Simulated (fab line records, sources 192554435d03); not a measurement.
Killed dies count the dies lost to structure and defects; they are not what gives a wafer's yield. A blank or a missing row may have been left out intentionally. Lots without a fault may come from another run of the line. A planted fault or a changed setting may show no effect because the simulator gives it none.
fab line records    flow n5_finfet    part 1 of 2: steps 1 to 4 of 6
record: lots: 21  wafers: 63  last_day: 17
route steps=1938 shown BEOL_M7@1310 BEOL_M8@1346 BEOL_M9@1418
lots with no fault: from the same line, run without faults
start_h: start of the lot's first displayed wafer, in hours after the record's first day    wait_h: hours elapsed since this lot's preceding step    " identical to the entry in the row above    L1.1+2: several wafers, shown together as one row    - no value present, or no start provided    * or withheld: withheld    < > ~ a bound
route shown NAME@n: NAME is a module with steps in the file, n the number in the route of the first one    usual: average and standard deviation across the fault-free wafers    same: alike in all rows    chamber/n: place in a boat    sites: readings site by site    _std_site: the values' standard deviation    _edge_site: outer sites' mean less inner sites'    radius_mm: how far each site lies from the wafer's centre    mask NAME#n: copy n    behind: tool/chamber where the wafer was last shaped    hold: the reason the lot was held/the length of the hold in hours/how it ended    device: transistor that didn't switch, given as n, p or np    end of line: the route-end tests of the same wafers    a step with no rows: only its recipe    killed: count of dies lost to structure and defects at first sort (not the wafer's yield)    map: the dies of a wafer, with x for killed, . for not killed, _ for no die there
set.NAME: the setting as run; set.NAME@STEP: as run at that earlier step    model.NAME: the simulator's own value behind a step, which no gauge read
steps of the route over a sample of lots; a table a step, a row a wafer
services: when a tool's chamber went out of use (start_h, in hours from the record's first day, below 0 if earlier), for how many hours, and the reason
== steps ==
step: N5_BEOL_M7_STRIP_80
recipe: chemistry: N2/H2  time_s: 10  power_w: 450  temp_c: 40  pressure_mtorr: 20  rf_frequency_hz: 6e+07  bias_power_w: 7  n2_flow_sccm: 200  h2_flow_sccm: 200
usual: drypump_motor_current_A: 5.6/0.49  h2_flow_sccm: 200.0/0.52  oes_product_au: 0.76/0.06  rf_vpp_V: 59.4/0.85  showerhead_plenum_p_Torr: 2.58/0.1  throttle_valve_pct: 23.79/0.26
same: time_s: 10
lot.wafer  tool         chamber  start_h  wait_h  drypump_motor_current_A  h2_flow_sccm  oes_product_au  rf_hours_counter_h  rf_vpp_V  showerhead_plenum_p_Torr  throttle_valve_pct
L075.1     rie_diel-03  3        -        -       5.8                      199.7         0.77            114                 59.2      2.67                      23.75
L075.3     "            2        "        "       6.5                      198.7         0.74            162                 59.7      2.65                      23.56
L075.4     "            0        "        "       5.3                      199.3         0.74            184                 57.6      2.51                      23.64
L076.2     rie_diel-02  0        -        -       5.3                      199.3         0.74            178                 59.7      2.54                      24.14
L076.3     "            1        "        "       4.9                      199.1         0.70            211                 59.3      2.40                      23.18
L076.5     "            0        "        "       5.3                      200.2         0.73            -                   59.0      2.54                      24.16
L077.2     rie_diel-03  3        -        -       5.9                      200.4         0.77            120                 59.3      2.66                      23.75
L077.5     "            3        "        "       5.8                      199.9         0.76            -                   60.6      2.66                      23.76
L077.6     "            2        "        "       6.4                      200.1         0.74            -                   58.8      2.65                      23.58
L081.1     rie_diel-01  2        -        -       4.8                      200.2         0.91            30                  60.3      2.70                      23.58
L081.5     "            3        "        "       5.2                      199.4         0.75            -                   61.1      2.53                      23.85
L081.6     "            2        "        "       4.8                      199.3         0.91            -                   60.7      2.70                      23.58
L080.3     rie_diel-03  1        -        -       5.2                      200.2         0.72            168                 58.4      2.52                      24.01
L080.4     "            2        "        "       6.4                      199.1         0.73            170                 59.7      2.65                      23.57
L080.5     "            2        "        "       6.4                      200.2         0.74            -                   58.6      2.65                      23.58
L079.1     rie_diel-02  3        -        -       5.6                      200.2         0.84            67                  58.3      2.66                      23.40
L079.3     "            0        "        "       5.3                      199.9         0.73            182                 59.3      2.54                      24.16
L079.4     "            1        "        "       4.9                      200.4         0.69            215                 59.4      2.40                      23.18
L078.1     rie_diel-02  3        -        -       5.7                      199.3         0.84            69                  60.8      2.66                      23.42
L078.5     "            3        "        "       5.6                      199.5         0.83            -                   60.1      2.66                      23.42
L078.6     "            0        "        "       5.3                      199.0         0.72            -                   57.9      2.54                      24.16
L082.3     rie_diel-01  2        -        -       4.8                      199.4         0.91            34                  60.0      2.70                      23.60
L082.4     "            1        "        "       5.8                      200.0         0.85            53                  60.0      2.70                      24.09
L082.6     "            0        "        "       6.1                      200.1         0.69            -                   59.9      2.63                      23.91
L083.2     rie_diel-03  3        -        -       5.9                      199.9         0.76            127                 61.0      2.66                      23.77
L083.4     "            0        "        "       5.3                      200.1         0.72            195                 59.6      2.51                      23.65
L083.5     "            0        "        "       5.3                      199.5         0.73            -                   58.8      2.51                      23.65
L085.2     rie_diel-01  2        -        -       4.8                      200.8         0.88            44                  60.7      2.69                      23.61
L085.3     "            1        "        "       5.8                      199.1         0.83            65                  61.0      2.70                      24.10
L085.4     "            3        "        "       5.2                      199.9         0.74            183                 58.3      2.52                      23.86
L086.1     rie_diel-01  3        -        -       5.2                      199.3         0.74            186                 58.6      2.52                      23.88
L086.3     "            0        "        "       6.2                      200.6         0.69            218                 59.4      2.63                      23.91
L086.4     "            1        "        "       5.8                      199.8         0.83            68                  58.3      2.70                      24.12
L089.1     rie_diel-02  3        -        -       5.7                      199.6         0.81            87                  59.0      2.66                      23.42
L089.3     "            1        "        "       4.9                      200.3         0.67            235                 57.8      2.39                      23.21
L089.4     "            0        "        "       5.3                      199.4         0.71            201                 60.0      2.54                      24.17
L091.2     rie_diel-03  0        -        -       5.3                      199.5         0.71            207                 59.8      2.50                      23.66
L091.3     "            3        "        "       5.9                      200.0         0.75            139                 58.6      2.66                      23.79
L091.5     "            0        "        "       5.3                      199.5         0.72            -                   57.7      2.50                      23.68
L090.1     rie_diel-01  2        -        -       4.8                      199.1         0.88            49                  60.5      2.69                      23.62
L090.4     "            3        "        "       5.2                      199.7         0.74            188                 59.5      2.52                      23.88
L090.6     "            1        "        "       5.8                      200.3         0.82            -                   57.9      2.69                      24.12
L088.3     rie_diel-02  1        -        -       4.9                      200.6         0.68            237                 59.4      2.39                      23.21
L088.5     "            1        "        "       4.9                      200.4         0.67            -                   58.6      2.39                      23.20
L088.6     "            0        "        "       5.3                      200.0         0.72            -                   59.5      2.53                      24.18
L093.3     rie_diel-03  2        -        -       6.4                      200.3         0.72            192                 60.3      2.64                      23.60
L093.4     "            0        "        "       5.3                      200.8         0.72            212                 59.2      2.50                      23.68
L093.5     "            0        "        "       5.3                      199.8         0.72            -                   59.1      2.50                      23.66
L092.4     rie_diel-03  0        -        -       5.3                      200.1         0.71            215                 60.3      2.50                      23.68
L092.5     "            0        "        "       5.3                      201.3         0.71            -                   59.3      2.50                      23.67
L092.6     "            3        "        "       5.9                      200.7         0.73            -                   60.8      2.65                      23.79
L094.1     rie_diel-01  1        -        -       5.8                      200.2         0.81            79                  60.1      2.69                      24.12
L094.4     "            0        "        "       6.2                      200.3         0.69            229                 59.0      2.62                      23.93
L094.6     "            0        "        "       6.1                      199.1         0.68            -                   59.7      2.62                      23.94
L095.1     rie_diel-03  0        -        -       5.3                      199.9         0.70            223                 61.0      2.50                      23.70
L095.3     "            1        "        "       5.2                      200.7         0.70            201                 59.2      2.51                      24.04
L095.4     "            2        "        "       6.4                      199.7         0.71            -                   58.7      2.63                      23.60
L096.1     rie_diel-02  3        -        -       5.6                      200.3         0.80            103                 60.0      2.65                      23.45
L096.3     "            2        "        "       6.1                      200.2         0.74            158                 59.4      2.32                      23.94
L096.5     "            2        "        "       6.1                      200.3         0.75            -                   58.8      2.32                      23.93
L097.3     rie_diel-01  1        -        -       5.8                      200.1         0.81            85                  60.8      2.69                      24.12
L097.4     "            0        "        "       6.1                      200.6         0.68            235                 59.8      2.62                      23.94
L097.6     "            3        "        "       5.2                      199.9         0.73            -                   59.7      2.51                      23.89
step: N5_BEOL_M7_DEGAS_44
recipe: ambient: vacuum  temp_c: 250  time_s: 60
usual: heater_power_w: 352/25
same: time_s: 60
lot.wafer  tool            chamber  start_h  wait_h  heater_power_w
L075.1     pvd_sputter-02  -        204.57   0.3     351
L075.3     "               -        "        "       360
L075.4     "               -        "        "       377
L076.2     pvd_sputter-03  -        217.61   0.7     398
L076.3     "               -        "        "       339
L076.5     "               -        "        "       327
L077.2     pvd_sputter-02  -        224.71   0.6     354
L077.5     "               -        "        "       391
L077.6     "               -        "        "       340
L081.1     pvd_sputter-02  -        224.79   0.4     344
L081.5     "               -        "        "       353
L081.6     "               -        "        "       349
L080.3     pvd_sputter-03  -        228.67   0.4     331
L080.4     "               -        "        "       396
L080.5     "               -        "        "       333
L079.1     pvd_sputter-03  -        229.11   0.6     405
L079.3     "               -        "        "       327
L079.4     "               -        "        "       329
L078.1     pvd_sputter-03  -        237.31   2.7     413
L078.5     "               -        "        "       333
L078.6     "               -        "        "       410
L082.3     pvd_sputter-03  -        237.47   2.6     403
L082.4     "               -        "        "       332
L082.6     "               -        "        "       330
L083.2     pvd_sputter-02  -        247.36   0.6     338
L083.4     "               -        "        "       380
L083.5     "               -        "        "       345
L085.2     pvd_sputter-03  -        272.21   0.5     332
L085.3     "               -        "        "       340
L085.4     "               -        "        "       329
L086.1     pvd_sputter-02  -        283.87   0.4     340
L086.3     "               -        "        "       348
L086.4     "               -        "        "       360
L089.1     pvd_sputter-03  -        286.25   0.8     331
L089.3     "               -        "        "       333
L089.4     "               -        "        "       412
L091.2     pvd_sputter-03  -        286.51   0.7     342
L091.3     "               -        "        "       330
L091.5     "               -        "        "       347
L090.1     pvd_sputter-03  -        292.51   0.6     398
L090.4     "               -        "        "       335
L090.6     "               -        "        "       348
L088.3     pvd_sputter-01  -        295.52   2.4     320
L088.5     "               -        "        "       318
L088.6     "               -        "        "       338
L093.3     pvd_sputter-02  -        303.93   0.6     351
L093.4     "               -        "        "       378
L093.5     "               -        "        "       381
L092.4     pvd_sputter-02  -        312.39   0.3     352
L092.5     "               -        "        "       342
L092.6     "               -        "        "       347
L094.1     pvd_sputter-02  -        321.00   0.3     347
L094.4     "               -        "        "       375
L094.6     "               -        "        "       349
L095.1     pvd_sputter-03  -        336.38   0.8     396
L095.3     "               -        "        "       326
L095.4     "               -        "        "       320
L096.1     pvd_sputter-03  -        336.46   0.9     333
L096.3     "               -        "        "       353
L096.5     "               -        "        "       330
L097.3     pvd_sputter-01  -        338.28   0.2     347
L097.4     "               -        "        "       363
L097.6     "               -        "        "       348
step: N5_BEOL_M7_CMP_52
recipe: stop_on: SiCOH_lowk  t_overpolish_s: 6.9  down_force_psi: 1  platen_rpm: 50  clearing_platen_down_force_psi: 1.5  clearing_platen_rpm: 50  post_cmp_clean: cu_alkaline  target_thk_nm: 80  clearing_platen_pad_velocity_m_s: 0.99484  pad_velocity_m_s: 0.99484
usual: barrier_field_endpoint_s: 28.9/0.74  clearing_platen_rpm: 50.000/0.028  head_pressure_psi: 1.0001/0.0024  motor_current_A: 6.2/0.4  overpolish_run_s: 6.899/0.008  platen_rpm: 50.00/0.034  time_to_endpoint_s: 61.9/2.8
lot.wafer  tool    chamber  start_h  wait_h  barrier_field_endpoint_s  clearing_platen_rpm  head_pressure_psi  motor_current_A  overpolish_run_s  platen_rpm  time_to_endpoint_s
L075.1     cmp-02  3        206.34   0.3     28.2                      50.021               1.0008             5.8              6.903             49.97       57.2
L075.4     "       0        "        "       28.4                      49.949               0.9961             6.4              6.892             50.02       61.5
L075.3     "       1        "        "       28.8                      50.001               0.9999             5.9              6.914             50.01       60.9
L076.2     cmp-03  1        219.78   0.2     27.0                      50.012               0.9997             6.1              6.882             50.06       55.7
L076.3     "       3        "        "       29.0                      49.980               0.9956             6.5              6.889             49.96       59.9
L076.5     "       2        "        "       27.9                      50.016               0.9997             6.7              6.898             50.03       58.3
L077.2     cmp-03  1        226.23   0.3     27.7                      49.960               0.9968             6.0              6.911             50.00       59.9
L077.6     "       2        "        "       27.6                      49.996               0.9985             6.5              6.905             50.01       59.4
L077.5     "       3        "        "       27.9                      49.984               1.0048             6.3              6.897             49.99       58.8
L081.1     cmp-02  0        228.18   0.6     29.2                      50.029               1.0000             6.2              6.896             50.03       65.1
L081.6     "       2        "        "       29.2                      50.005               0.9999             6.0              6.900             49.97       64.3
L081.5     "       3        "        "       27.8                      49.924               1.0004             5.8              6.894             49.98       60.3
L080.3     cmp-04  2        230.45   0.2     29.8                      49.996               1.0035             6.9              6.884             50.06       65.9
L080.4     "       0        "        "       28.8                      49.977               0.9965             5.8              6.914             50.01       63.2
L080.5     "       1        "        "       29.1                      49.951               1.0014             6.6              6.921             50.06       64.0
L079.1     cmp-04  2        231.12   0.3     29.6                      49.922               0.9970             6.4              6.899             50.03       64.0
L079.4     "       0        "        "       30.0                      50.004               0.9981             5.9              6.895             49.95       61.8
L079.3     "       1        "        "       29.5                      49.980               1.0006             6.7              6.902             50.10       65.2
L078.1     cmp-04  2        238.95   0.3     29.4                      49.987               1.0029             6.7              6.905             50.04       63.4
L078.6     "       1        "        "       30.2                      50.024               0.9967             6.7              6.906             49.93       63.4
L078.5     "       2        "        "       30.3                      49.952               0.9982             6.4              6.883             49.96       64.0
L082.3     cmp-03  0        239.14   0.3     28.8                      49.971               0.9987             6.0              6.899             49.98       62.9
L082.4     "       1        "        "       29.2                      50.017               0.9987             5.9              6.913             50.06       62.2
L082.6     "       1        "        "       29.0                      50.025               1.0017             5.8              6.905             50.05       64.4
L083.4     cmp-03  2        248.50   0.1     29.7                      50.020               1.0005             6.9              6.907             49.98       62.8
L083.2     "       0        "        "       28.9                      50.016               0.9984             5.5              6.900             50.03       60.5
L083.5     "       3        "        "       29.6                      49.979               1.0036             6.9              6.908             49.97       63.0
L085.4     cmp-02  0        275.18   0.1     29.7                      49.995               0.9954             6.4              6.898             50.02       61.1
L085.3     "       2        "        "       29.3                      50.015               1.0016             6.7              6.892             50.03       61.7
L085.2     "       3        "        "       28.5                      50.012               1.0043             6.1              6.895             49.98       56.5
L086.1     cmp-04  2        285.87   0.3     29.2                      50.088               1.0007             6.5              6.890             49.95       62.2
L086.3     "       3        "        "       29.2                      50.018               0.9992             5.8              6.898             49.95       62.1
L086.4     "       0        "        "       28.0                      50.051               0.9986             5.3              6.886             50.05       57.7
L089.4     cmp-02  1        287.94   0.1     28.2                      49.966               0.9983             5.5              6.918             49.97       62.9
L089.3     "       2        "        "       27.9                      50.012               1.0016             6.4              6.904             49.98       60.9
L089.1     "       0        "        "       28.2                      50.002               1.0014             6.3              6.902             50.06       62.8
L091.3     cmp-02  2        288.21   0.2     28.8                      50.034               0.9985             6.2              6.919             50.04       64.5
L091.2     "       1        "        "       29.7                      50.009               0.9976             5.6              6.892             49.97       64.7
L091.5     "       2        "        "       29.7                      49.997               0.9996             6.2              6.893             50.02       62.7
L090.4     cmp-04  2        294.17   0.2     29.1                      50.046               1.0034             6.7              6.900             50.02       65.0
L090.1     "       3        "        "       29.2                      49.982               1.0016             5.9              6.896             50.02       65.4
L090.6     "       0        "        "       28.5                      49.996               0.9986             5.7              6.896             50.01       58.7
L088.3     cmp-03  3        297.36   0.3     28.9                      49.960               0.9958             6.4              6.878             49.98       65.8
L088.5     "       0        "        "       28.0                      50.004               0.9945             5.5              6.900             49.99       59.0
L088.6     "       1        "        "       27.8                      50.015               0.9998             6.2              6.909             49.94       58.3
L093.4     cmp-03  3        305.21   0.2     30.2                      49.986               1.0005             6.4              6.914             49.99       65.5
L093.3     "       0        "        "       28.5                      50.033               1.0002             5.9              6.897             50.01       61.8
L093.5     "       3        "        "       29.8                      49.949               1.0014             6.4              6.894             49.98       65.7
L092.4     cmp-04  3        314.35   0.2     29.4                      50.012               1.0030             6.0              6.893             49.97       66.0
L092.5     "       0        "        "       28.7                      49.980               1.0029             5.2              6.893             49.97       61.7
L092.6     "       1        "        "       28.8                      49.992               0.9971             6.5              6.906             49.91       64.6
L094.1     cmp-04  3        322.56   0.3     27.9                      49.995               0.9985             6.1              6.909             49.98       60.5
L094.4     "       0        "        "       28.3                      49.981               0.9962             5.4              6.905             49.95       59.4
L094.6     "       0        "        "       28.0                      50.020               0.9982             5.5              6.896             49.98       58.7
L096.3     cmp-03  3        337.88   0.2     30.0                      50.032               0.9980             6.5              6.899             50.02       66.7
L096.1     "       1        "        "       28.8                      50.000               0.9980             5.9              6.898             50.02       59.1
L096.5     "       3        "        "       29.4                      50.030               0.9999             6.5              6.907             50.02       60.7
L095.4     cmp-04  1        338.15   0.1     29.5                      49.982               1.0011             6.3              6.902             50.02       59.1
L095.1     "       3        "        "       29.0                      50.005               1.0025             6.3              6.908             50.01       59.9
L095.3     "       0        "        "       27.8                      49.967               1.0032             5.9              6.901             49.98       56.5
L097.3     cmp-02  0        339.50   0.2     28.6                      49.965               1.0027             6.7              6.895             50.07       63.2
L097.4     "       2        "        "       28.0                      49.969               0.9990             6.4              6.902             49.97       61.9
L097.6     "       0        "        "       28.3                      49.941               1.0003             6.2              6.896             50.07       59.8
step: N5_BEOL_M8_OVL_MEAS_12
recipe: points_per_wafer: 44
usual: M8_OVL: 0.3/0.62
lot.wafer  tool        chamber  start_h  wait_h  M8_OVL[nm]
L075.1     overlay-01  0        210.19   0.0     0.2
L075.3     "           0        "        "       1.0
L075.4     "           0        "        "       -0.5
L076.2     overlay-02  0        222.44   0.0     0.9
L076.3     "           0        "        "       1.6
L076.5     "           0        "        "       0.4
L077.2     overlay-01  0        229.00   0.0     0.5
L077.5     "           0        "        "       -0.9
L077.6     "           0        "        "       0.1
L081.1     overlay-02  0        231.04   0.0     0.9
L081.5     "           0        "        "       0.4
L081.6     "           0        "        "       1.0
L080.3     overlay-02  0        232.25   0.0     0.3
L080.4     "           0        "        "       1.4
L080.5     "           0        "        "       1.2
L079.1     overlay-01  0        234.18   0.0     -0.3
L079.3     "           0        "        "       -0.4
L079.4     "           0        "        "       0.5
L078.1     overlay-02  0        241.25   0.0     0.4
L078.5     "           0        "        "       0.0
L078.6     "           0        "        "       0.5
L082.3     overlay-01  0        241.42   0.0     -0.1
L082.4     "           0        "        "       0.7
L082.6     "           0        "        "       1.6
L083.2     overlay-02  0        251.63   0.0     0.3
L083.4     "           0        "        "       0.6
L083.5     "           0        "        "       0.6
L085.2     overlay-02  0        277.68   0.0     0.7
L085.3     "           0        "        "       0.1
L085.4     "           0        "        "       0.6
L086.1     overlay-01  0        290.39   0.0     1.5
L086.3     "           0        "        "       1.0
L086.4     "           0        "        "       0.3
L089.1     overlay-02  0        290.75   0.0     -0.6
L089.3     "           0        "        "       -0.3
L089.4     "           0        "        "       -0.2
L091.2     overlay-01  0        290.82   0.0     -0.8
L091.3     "           0        "        "       0.0
L091.5     "           0        "        "       0.6
L090.1     overlay-01  0        297.28   0.0     0.1
L090.4     "           0        "        "       0.6
L090.6     "           0        "        "       -0.3
L088.3     overlay-02  0        300.77   0.0     -0.3
L088.5     "           0        "        "       -1.0
L088.6     "           0        "        "       1.1
L093.3     overlay-02  0        307.41   0.0     0.3
L093.4     "           0        "        "       -0.1
L093.5     "           0        "        "       0.2
L092.4     overlay-01  0        316.61   0.0     0.7
L092.5     "           0        "        "       0.1
L092.6     "           0        "        "       0.6
L094.1     overlay-02  0        324.99   0.0     -1.2
L094.4     "           0        "        "       0.3
L094.6     "           0        "        "       0.6
L096.1     overlay-01  0        343.43   0.0     -0.2
L096.3     "           0        "        "       -0.3
L096.5     "           0        "        "       -0.2
L095.1     overlay-02  0        343.73   0.0     0.5
L095.3     "           0        "        "       0.5
L095.4     "           0        "        "       -0.5
L097.3     overlay-01  0        344.23   0.0     0.8
L097.4     "           0        "        "       0.5
L097.6     "           0        "        "       0.1
